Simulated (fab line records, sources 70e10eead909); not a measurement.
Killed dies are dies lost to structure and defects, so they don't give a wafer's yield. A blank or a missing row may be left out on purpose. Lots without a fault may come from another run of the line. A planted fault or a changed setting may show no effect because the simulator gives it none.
fab line records | flow nand_harc
record lots=11 wafers=33 last_day=33
route steps=1302 shown P_GATE@141 END@1302
lots that met no fault: from a run of the same line without faults
start_h: hours from the record's first day to the start of the lot's first wafer shown | wait_h: hours since the lot's step before | " the same as in the row above | L1.1+2: a row that stands for several wafers | - no value, or no start given | * or withheld: withheld | < > ~ a bound
route shown NAME@n: a module of which the file shows steps, and the number in the route of the first | usual: mean/standard deviation of fault-free wafers | same: alike in all rows | chamber/n: place in a boat | sites: the reading at each site | _std_site: their standard deviation | _edge_site: outer sites' mean less inner sites' | radius_mm: how far each site lies from the wafer's centre | mask NAME#n: copy n | behind: the tool/chamber that last shaped the wafer | hold: why the lot was held/for how many hours/how that ended | device: the transistor (n, p or np) that didn't switch | end of line: the same wafers' tests at the end of the route | a step without rows: its recipe alone | killed: dies lost to structure and defects at the first sort, not the wafer's yield | map: a wafer's dies, x killed, . not, _ none there
set.NAME: the setting as run; set.NAME@STEP: as run at that earlier step | model.NAME: the simulator's own value behind a step, which no gauge read
steps of the route over a sample of lots; a table a step, a row a wafer
services: from which hour (start_h, from the record's first day; less than 0 if before it) a tool's chamber was out of use, for how many hours, and why
## steps
# step NHARC_P_GATE_CD_MEAS_26
# recipe target_cd_nm=120 landing_energy_ev=500
# usual cd_nm=120.2/0.53
# columns lot.wafer tool chamber start_h wait_h cd_nm
L352.1 cd_sem-03 0 100.90 - 120.3
L352.2 " 0 " " 120.3
L352.3 " 0 " " 120.7
L353.1 cd_sem-03 0 116.16 - 119.8
L353.2 " 0 " " 119.7
L353.6 " 0 " " 118.9
L354.1 cd_sem-01 0 127.22 - 120.3
L354.2 " 0 " " 120.9
L354.5 " 0 " " 121.1
L357.1 cd_sem-01 0 156.96 - 120.0
L357.3 " 0 " " 120.8
L357.5 " 0 " " 120.6
L359.1 cd_sem-02 0 174.40 - 120.6
L359.2 " 0 " " 119.9
L359.4 " 0 " " 120.0
L363.1 cd_sem-02 0 220.71 - 119.9
L363.3 " 0 " " 119.9
L363.5 " 0 " " 120.3
L367.1 cd_sem-01 0 252.30 - 119.9
L367.3 " 0 " " 120.6
L367.6 " 0 " " 121.5
L366.1 cd_sem-03 0 252.95 - 120.7
L366.4 " 0 " " 119.8
L366.5 " 0 " " 120.7
L369.2 cd_sem-03 0 271.22 - 120.7
L369.3 " 0 " " 120.4
L369.4 " 0 " " 121.3
L372.1 cd_sem-01 0 308.09 - 120.2
L372.5 " 0 " " 119.8
L372.6 " 0 " " 120.0
L374.1 cd_sem-01 0 324.75 - 119.9
L374.3 " 0 " " 119.9
L374.6 " 0 " " 119.3
# step NHARC_P_GATE_ETCH_104
# recipe target_depth_a=600 time_s=withheld cf4_flow_sccm=100 chf3_flow_sccm=30 ar_flow_sccm=0 rf_w=500 bias_w=200 chemistry=CF4/CHF3
# usual drypump_motor_current_A=5.9/0.41 oes_product_au=0.954/0.022 rf_fwd_power_W=492.8/2.7 rf_vpp_V=371.7/1.7 showerhead_plenum_p_Torr=1.61/0.048 throttle_valve_pct=16.801/0.0091
# columns lot.wafer tool chamber start_h wait_h drypump_motor_current_A oes_product_au rf_fwd_power_W rf_vpp_V showerhead_plenum_p_Torr throttle_valve_pct
L352.2 rie_diel-02 1 101.17 0.1 6.1 0.960 493.0 370.2 1.59 16.797
L352.1 " 2 " " 6.1 0.956 496.4 374.0 1.65 16.791
L352.3 " 3 " " 6.1 0.958 490.2 371.2 1.60 16.803
L353.2 rie_diel-11 1 116.43 0.1 5.2 0.911 495.2 372.7 1.61 16.791
L353.1 " 2 " " 5.7 0.916 491.9 371.9 1.62 16.817
L353.6 " 1 " " 5.2 0.915 495.7 372.6 1.61 16.794
L354.2 rie_diel-02 3 127.50 0.1 6.2 0.982 491.7 370.9 1.60 16.791
L354.1 " 0 " " 6.0 0.962 492.5 373.3 1.65 16.801
L354.5 " 3 " " 6.2 0.970 493.6 370.6 1.60 16.800
L357.1 rie_diel-02 1 157.23 0.1 6.1 0.927 494.3 372.1 1.59 16.806
L357.3 " 3 " " 6.1 0.943 489.0 370.4 1.60 16.799
L357.5 " 2 " " 6.1 0.940 495.7 372.2 1.65 16.792
L359.2 rie_diel-04 0 174.69 0.1 6.1 0.971 487.3 374.7 1.67 16.808
L359.4 " 1 " " 4.9 0.968 494.2 370.4 1.54 16.799
L359.1 " 3 " " 6.0 0.984 491.2 373.3 1.69 16.796
L363.1 rie_diel-04 3 220.98 0.1 6.1 0.906 493.1 373.0 1.69 16.799
L363.3 " 2 " " 6.5 0.906 493.2 370.8 1.57 16.784
L363.5 " 0 " " 6.0 0.908 485.6 372.7 1.67 16.810
L367.1 rie_diel-02 2 252.57 0.1 6.1 0.950 497.0 371.8 1.64 16.805
L367.3 " 0 " " 6.0 0.930 494.5 374.4 1.65 16.796
L367.6 " 2 " " 6.1 0.946 494.7 373.3 1.64 16.774
L366.1 rie_diel-11 2 253.23 0.1 5.7 0.924 489.9 371.5 1.62 16.800
L366.4 " 0 " " 5.7 0.938 497.8 370.4 1.52 16.804
L366.5 " 2 " " 5.7 0.931 490.9 371.9 1.62 16.795
L369.3 rie_diel-11 3 271.49 0.1 6.5 0.971 492.4 370.2 1.55 16.816
L369.2 " 0 " " 5.7 0.986 493.0 367.9 1.52 16.785
L369.4 " 1 " " 5.1 0.951 495.8 371.8 1.61 16.797
L372.1 rie_diel-11 3 308.37 0.1 6.4 0.974 493.7 369.9 1.55 16.800
L372.5 " 0 " " 5.7 0.966 494.9 369.5 1.52 16.793
L372.6 " 1 " " 5.1 0.969 494.7 371.5 1.61 16.804
L374.1 rie_diel-02 0 325.02 0.1 6.0 0.927 495.3 372.5 1.65 16.791
L374.3 " 1 " " 6.1 0.944 492.8 371.0 1.58 16.797
L374.6 " 0 " " 6.0 0.932 495.5 372.4 1.65 16.804
# step NHARC_P_GATE_ETCH_114
# recipe target_depth_a=300 overetch_a=30 time_s=16.5 ion_energy_ev=100 cf4_flow_sccm=80 o2_flow_sccm=20 ar_flow_sccm=0 rf_w=300 bias_w=100 chemistry=CF4/O2
# usual drypump_motor_current_A=5.9/0.42 oes_product_au=1.001/0.01 rf_fwd_power_W=294.1/1.7 rf_vpp_V=198.3/1.4 showerhead_plenum_p_Torr=1.36/0.043 throttle_valve_pct=13.398/0.0091
# columns lot.wafer tool chamber start_h wait_h drypump_motor_current_A oes_product_au rf_fwd_power_W rf_hours_counter_h rf_vpp_V showerhead_plenum_p_Torr throttle_valve_pct
L352.2 rie_diel-02 2 - - 6.1 0.998 295.8 3.1 198.5 1.40 13.387
L352.1 " 3 " " 6.1 1.010 291.7 2.4 198.1 1.36 13.402
L352.3 " 0 " " 6.0 0.994 295.4 3.4 200.1 1.41 13.409
L353.1 rie_diel-11 3 - - 6.5 0.994 293.6 1.0 198.7 1.32 13.418
L353.2 " 2 " " 5.7 0.997 292.7 1.0 197.4 1.37 13.394
L353.6 " 3 " " 6.5 0.998 293.2 - 196.2 1.32 13.388
L354.1 rie_diel-02 3 - - 6.2 1.020 294.9 3.6 197.4 1.35 13.395
L354.2 " 2 " " 6.1 1.009 296.2 4.3 200.1 1.40 13.401
L354.5 " 0 " " 6.0 1.012 295.6 - 199.7 1.41 13.397
L357.1 rie_diel-02 1 - - 6.1 1.023 294.1 6.4 196.4 1.35 13.394
L357.3 " 2 " " 6.1 1.015 296.9 5.9 198.9 1.40 13.412
L357.5 " 0 " " 6.0 1.011 295.5 - 199.0 1.41 13.391
L359.4 rie_diel-04 2 - - 6.5 0.986 295.2 8.1 198.8 1.33 13.405
L359.1 " 3 " " 6.1 1.002 292.6 8.0 199.8 1.43 13.377
L359.2 " 0 " " 6.1 0.991 291.9 6.3 198.8 1.42 13.407
L363.3 rie_diel-04 0 - - 6.0 0.992 291.8 0.9 199.3 1.42 13.401
L363.1 " 2 " " 6.5 0.993 294.7 1.1 198.4 1.33 13.398
L363.5 " 1 " " 4.9 1.008 295.1 - 196.2 1.31 13.408
L367.1 rie_diel-02 3 - - 6.1 1.008 291.1 2.1 198.4 1.35 13.396
L367.3 " 0 " " 6.0 1.002 296.8 2.5 199.3 1.40 13.392
L367.6 " 2 " " 6.1 1.006 296.2 - 199.7 1.40 13.397
L366.4 rie_diel-11 0 - - 5.6 1.016 296.0 11.1 196.7 1.29 13.399
L366.1 " 2 " " 5.7 1.006 293.3 10.5 199.6 1.37 13.390
L366.5 " 0 " " 5.6 1.020 296.0 - 196.7 1.29 13.378
L369.3 rie_diel-11 2 - - 5.7 0.999 292.0 0.0 197.6 1.37 13.405
L369.4 " 3 " " 6.4 0.992 294.2 0.1 196.6 1.31 13.382
L369.2 " 0 " " 5.6 0.998 294.7 0.1 195.1 1.29 13.410
L372.1 rie_diel-11 0 - - 5.6 0.987 296.1 1.9 197.2 1.29 13.405
L372.6 " 2 " " 5.7 0.994 292.1 - 196.8 1.37 13.399
L372.5 " 3 " " 6.4 0.985 295.1 - 195.4 1.31 13.391
L374.3 rie_diel-02 1 - - 6.1 1.024 295.1 7.8 198.7 1.34 13.387
L374.1 " 3 " " 6.1 1.015 290.4 7.2 197.4 1.35 13.401
L374.6 " 0 " " 6.0 0.995 295.5 - 199.3 1.40 13.400
# step NHARC_P_GATE_EXPOSE_43
# recipe na=0.6 target_cd_nm=720 dose_mj=14.81 mask_id=P_NSD
# usual exposure_dose_mJ_cm2=14.810/0.013
# columns lot.wafer tool chamber start_h wait_h mask exposure_dose_mJ_cm2
L352.1 krf_scanner-04 0 114.70 - P_NSD#0 14.840
L352.2 " 0 " " P_NSD#0 14.805
L352.3 " 0 " " P_NSD#0 14.808
L353.1 krf_scanner-04 0 130.12 - P_NSD#0 14.827
L353.2 " 0 " " P_NSD#0 14.789
L353.6 " 0 " " P_NSD#0 14.818
L354.1 krf_scanner-03 0 139.03 - P_NSD#0 14.782
L354.2 " 0 " " P_NSD#0 14.782
L354.5 " 0 " " P_NSD#0 14.795
L357.1 krf_scanner-03 0 170.96 - P_NSD#0 14.805
L357.3 " 0 " " P_NSD#0 14.815
L357.5 " 0 " " P_NSD#0 14.816
L359.1 krf_scanner-04 0 186.17 - P_NSD#0 14.810
L359.2 " 0 " " P_NSD#0 14.784
L359.4 " 0 " " P_NSD#0 14.794
L363.1 krf_scanner-01 0 232.51 - P_NSD#0 14.802
L363.3 " 0 " " P_NSD#0 14.808
L363.5 " 0 " " P_NSD#0 14.803
L367.1 krf_scanner-04 0 264.06 - P_NSD#0 13.426
L367.3 " 0 " " P_NSD#0 13.432
L367.6 " 0 " " P_NSD#0 13.424
L366.1 krf_scanner-01 0 264.87 - P_NSD#0 14.807
L366.4 " 0 " " P_NSD#0 14.823
L366.5 " 0 " " P_NSD#0 14.827
L369.2 krf_scanner-04 0 282.96 - P_NSD#0 13.425
L369.3 " 0 " " P_NSD#0 13.442
L369.4 " 0 " " P_NSD#0 13.415
L372.1 krf_scanner-01 0 319.96 - P_NSD#0 14.795
L372.5 " 0 " " P_NSD#0 14.795
L372.6 " 0 " " P_NSD#0 14.796
L374.1 krf_scanner-01 0 336.60 - P_NSD#0 14.795
L374.3 " 0 " " P_NSD#0 14.825
L374.6 " 0 " " P_NSD#0 14.837
# step NHARC_P_GATE_CD_MEAS_46
# recipe target_cd_nm=720 landing_energy_ev=500
# usual cd_nm=719.8/1.9
# columns lot.wafer tool chamber start_h wait_h cd_nm
L352.1 cd_sem-03 0 114.85 - 723.1
L352.2 " 0 " " 724.2
L352.3 " 0 " " 723.5
L353.1 cd_sem-02 0 130.29 - 721.2
L353.2 " 0 " " 719.8
L353.6 " 0 " " 720.6
L354.1 cd_sem-02 0 139.18 - 718.0
L354.2 " 0 " " 717.2
L354.5 " 0 " " 718.6
L357.1 cd_sem-03 0 171.11 - 718.9
L357.3 " 0 " " 717.8
L357.5 " 0 " " 719.5
L359.1 cd_sem-01 0 186.33 - 721.6
L359.2 " 0 " " 719.8
L359.4 " 0 " " 721.7
L363.1 cd_sem-02 0 232.67 - 723.6
L363.3 " 0 " " 722.3
L363.5 " 0 " " 722.5
L367.1 cd_sem-03 0 264.22 - 703.0
L367.3 " 0 " " 702.3
L367.6 " 0 " " 702.8
L366.1 cd_sem-03 0 265.03 - 719.1
L366.4 " 0 " " 720.4
L366.5 " 0 " " 719.1
L369.2 cd_sem-02 0 283.11 - 701.3
L369.3 " 0 " " 702.1
L369.4 " 0 " " 699.9
L372.1 cd_sem-01 0 320.13 - 721.6
L372.5 " 0 " " 721.3
L372.6 " 0 " " 721.7
L374.1 cd_sem-02 0 336.76 - 722.9
L374.3 " 0 " " 723.3
L374.6 " 0 " " 723.1
# step NHARC_END_SORT_01
# recipe temp_c=25
# usual killed_at_array=55/22 killed_at_other=1.1/1.4 killed_at_periphery=4/3.2 killed_dies=59/22 killed_open=3.3/1.8 killed_short=2.5/1.5
# same gross_dies=677
# columns lot.wafer tool chamber start_h wait_h killed_at_array killed_at_other killed_at_periphery killed_dies killed_open killed_short
L367.1 prober-02 0 705.02 2.5 24 0 6 30 4 3
L367.3 prober-02 0 706.60 3.1 27 1 7 35 2 5
L367.6 prober-02 0 708.98 4.0 22 0 11 33 3 0
L369.2 prober-02 0 721.40 2.8 27 0 4 31 4 7
L369.3 prober-02 0 722.19 3.1 24 0 6 30 1 2
L369.4 prober-02 0 722.98 3.4 47 1 10 58 5 2
# killed by level:class
L367.1 A_CHANNEL_HOLE_D1:chamber_film_flake=11 A_CHANNEL_FILL_D1:geometric_particle:short=2 P_GATE:chamber_film_flake=2 P_M0:chamber_film_flake=2 A_STAIRCASE:chamber_film_flake=2 A_SLIT:chamber_film_flake=2 A_CONTACT:chamber_film_flake=2 P_M0:geometric_particle:open=1
L367.3 A_CHANNEL_HOLE_D1:chamber_film_flake=8 A_SLIT:chamber_film_flake=5 P_BONDPAD:chamber_film_flake=4 A_WL_FILL:chamber_film_flake=3 A_CONTACT:chamber_film_flake=3 A_CHANNEL_FILL_D1:geometric_particle:short=2 A_WL_FILL:geometric_particle:short=2 P_M0:chamber_film_flake=2
L367.6 A_CHANNEL_HOLE_D1:chamber_film_flake=12 P_M0:chamber_film_flake=6 P_BONDPAD:chamber_film_flake=3 A_SLIT:chamber_film_flake=3 A_CONTACT:geometric_particle:open=2 P_GATE:chamber_film_flake=2 A_M1:geometric_particle:open=1 A_CHANNEL_FILL_D2:chamber_film_flake=1
L369.2 A_CHANNEL_HOLE_D1:chamber_film_flake=11 A_SLIT:chamber_film_flake=4 A_CHANNEL_FILL_D2:geometric_particle:short=2 P_CONTACT:chamber_film_flake=2 P_M0:geometric_particle:short=1 A_ONON_D1:geometric_particle:open=1 A_CHANNEL_FILL_D1:geometric_particle:open=1 A_DECK1_JOINT:geometric_particle:short=1
L369.3 A_CHANNEL_HOLE_D1:chamber_film_flake=16 P_CONTACT:chamber_film_flake=5 A_CONTACT:chamber_film_flake=5 A_DECK1_JOINT:geometric_particle:short=1 A_BLC:geometric_particle:open=1 A_M0:geometric_particle:short=1 P_GATE:chamber_film_flake=1
L369.4 A_CHANNEL_HOLE_D1:chamber_film_flake=33 A_CONTACT:chamber_film_flake=6 P_CONTACT:chamber_film_flake=6 P_M2:chamber_film_flake=2 A_SLIT:chamber_film_flake=2 P_GATE:geometric_particle:short=1 A_DECK1_JOINT:geometric_particle:open=1 A_STAIRCASE:geometric_particle:short=1
## services
# columns tool chamber start_h hours kind
rie_diel-11 - 78.50 9.0 pm
krf_scanner-04 - 121.16 1.1 repair
krf_scanner-01 - 140.03 4.0 pm
rie_diel-11 - 140.23 0.4 repair
rie_diel-11 0 144.15 2.5 repair
rie_diel-04 - 150.49 0.3 repair
rie_diel-04 0 160.06 3.8 repair
rie_diel-04 0 177.21 5.0 repair
rie_diel-04 - 177.90 9.0 pm
krf_scanner-04 - 182.00 4.0 pm
krf_scanner-01 - 190.75 22.3 repair
rie_diel-04 - 195.30 0.2 repair
krf_scanner-04 - 215.07 33.3 repair
rie_diel-02 - 216.70 9.0 pm
rie_diel-11 - 255.50 9.0 pm
krf_scanner-04 - 259.44 1.0 repair
rie_diel-02 1 270.43 9.6 repair
rie_diel-04 - 279.08 1.6 repair
rie_diel-11 1 282.20 18.1 repair
rie_diel-11 3 283.33 15.0 repair
krf_scanner-04 - 287.12 7.4 repair
rie_diel-02 2 301.24 22.0 repair
rie_diel-04 0 311.30 1.6 repair
rie_diel-11 - 311.40 2.0 repair
## key
first_sign step=NHARC_P_GATE_EXPOSE_43 reading=exposure_dose_mJ_cm2 direction=down sigmas=99+ usual=14.810 struck=13.427
effect step=NHARC_P_GATE_CD_MEAS_46 reading=cd_nm direction=down sigmas=9.5 usual=719.8 struck=701.9
met_at NHARC_P_GATE_EXPOSE_43
struck_lots L367,L369
tester_left_out L367,L369
not_acting_at NHARC_P_GATE_CD_MEAS_26,NHARC_P_GATE_ETCH_104,NHARC_P_GATE_ETCH_114
onset_between 186.17 264.06
fault kind=process_parameter_drift tool=krf_scanner-04 chamber=- onset_h=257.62 steps=NHARC_P_GATE_EXPOSE_43 channel=dose_mj offset=-1.3751 shape=step acts_in=these_recipes_only stated=14.81
# tester_left_out: of these lots the tester's yield and bins aren't shown, on N5 and GAA mostly nor the transistor test; their killed dies are dies lost to structure and defects alone, not to doping, threshold or leakage, so they don't give the yield
